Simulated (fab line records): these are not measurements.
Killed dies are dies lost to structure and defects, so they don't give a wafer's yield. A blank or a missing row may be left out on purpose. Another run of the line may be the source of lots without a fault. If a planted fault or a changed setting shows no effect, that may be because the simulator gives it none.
Which tool was responsible? ; flow nand_harc ; 33 wafers from 11 lots sampled at 4 of the route's 1159 steps

== WHAT EACH GAUGE READ, for each wafer ==
NHARC_A_SLIT_OVL_MEAS_10.
lot;measured;on;overlay_x_nm (nm)
L074;day 14 21:53;overlay-02;0.6 0.3 0.6
L077;day 14 21:22;overlay-02;-0.2 -0.5 -0.4
L080;day 15 08:16;overlay-01;-0.1 0.1 0.1
L084;day 16 11:28;overlay-01;1.6 1.4 1.6
L082;day 16 11:14;overlay-02;0.4 0.4 0.5
L088;day 17 10:09;overlay-01;0.8 1.2 1.4
L086;day 17 13:56;overlay-02;-0.8 -0.8 -0.3
L091;day 18 09:04;overlay-02;-0.7 0.4 -0.1
L094;day 19 02:00;overlay-01;-0.8 -0.7 -1.0
L093;day 19 00:55;overlay-01;-0.3 -0.3 -1.1
L096;day 19 09:55;overlay-02;-1.2 -0.2 -0.9

== TOOL THAT RAN EACH LOT (tool first, then ch and the chambers of the sampled wafers, then the start) ==
lot;NHARC_A_STAIRCASE_HM_DEP_456;NHARC_A_STAIRCASE_STRIP_476;NHARC_A_SGD_CUT_CMP_21
L074;acl_dep-01 ch 0, day 11 23:37;rie_diel-05 ch 0,2,3, day 12 14:24;cmp-01 ch 0,1,2, day 14 16:26
L077;acl_dep-01 ch 0, day 12 08:11;rie_diel-05 ch 0,2,3, day 12 19:41;cmp-03 ch 1,2, day 14 16:25
L080;acl_dep-01 ch 0, day 12 12:25;rie_diel-02 ch 0,3, day 13 01:04;cmp-01 ch 0,1,2, day 15 00:52
L084;acl_dep-02 ch 0, day 13 16:26;rie_diel-05 ch 0,3, day 14 05:23;cmp-03 ch 0,1,2, day 16 07:23
L082;acl_dep-01 ch 0, day 13 18:37;rie_diel-08 ch 2,3, day 14 10:11;cmp-02 ch 1,2, day 16 07:20
L088;acl_dep-02 ch 0, day 14 14:49;rie_diel-02 ch 0,3, day 15 05:50;cmp-01 ch 0,1,3, day 17 06:07
L086;acl_dep-02 ch 0, day 14 16:40;rie_diel-08 ch 0,1, day 15 09:14;cmp-02 ch 0,3, day 17 09:36
L091;acl_dep-03 ch 0, day 15 09:20;rie_diel-05 ch 0,3, day 15 21:35;cmp-01 ch 0,2,3, day 18 01:02
L094;acl_dep-01 ch 0, day 16 03:08;rie_diel-08 ch 0,3, day 16 16:10;cmp-02 ch 1,2, day 18 21:03
L093;acl_dep-02 ch 0, day 16 05:35;rie_diel-02 ch 1,2,3, day 16 17:31;cmp-01 ch 0,1,2, day 18 21:02
L096;acl_dep-03 ch 0, day 16 15:22;rie_diel-08 ch 1,2,3, day 17 04:35;cmp-01 ch 0,1,3, day 19 06:04
- NHARC_A_STAIRCASE_HM_DEP_456: deposits aC, target thk 1500 nm.
- NHARC_A_STAIRCASE_STRIP_476: strips in O2, time 20 s.
- NHARC_A_SGD_CUT_CMP_21: polishes, target thk 148.19 nm.

== THE ANSWER, worked out from the rows above alone ==
Rule: the usual values come from the lots themselves. Put in order of their means at a reading, lots are off if they are a third of the lots or fewer, leave a main group of 4 or more, and stand apart from it by a gap of 3 or more times the standard deviation of the main group's means; of several such gaps the widest counts. A main group whose means are all the same, to the digits that the tables above print for the reading, isn't used. A lot without any number at a reading at which 4 lots or more have one is off too. All remaining lots with rows at the step are treated as sound.
None of the lots is off at any reading shown; this tells nothing.

== WHAT THE SIMULATOR PUT IN ==
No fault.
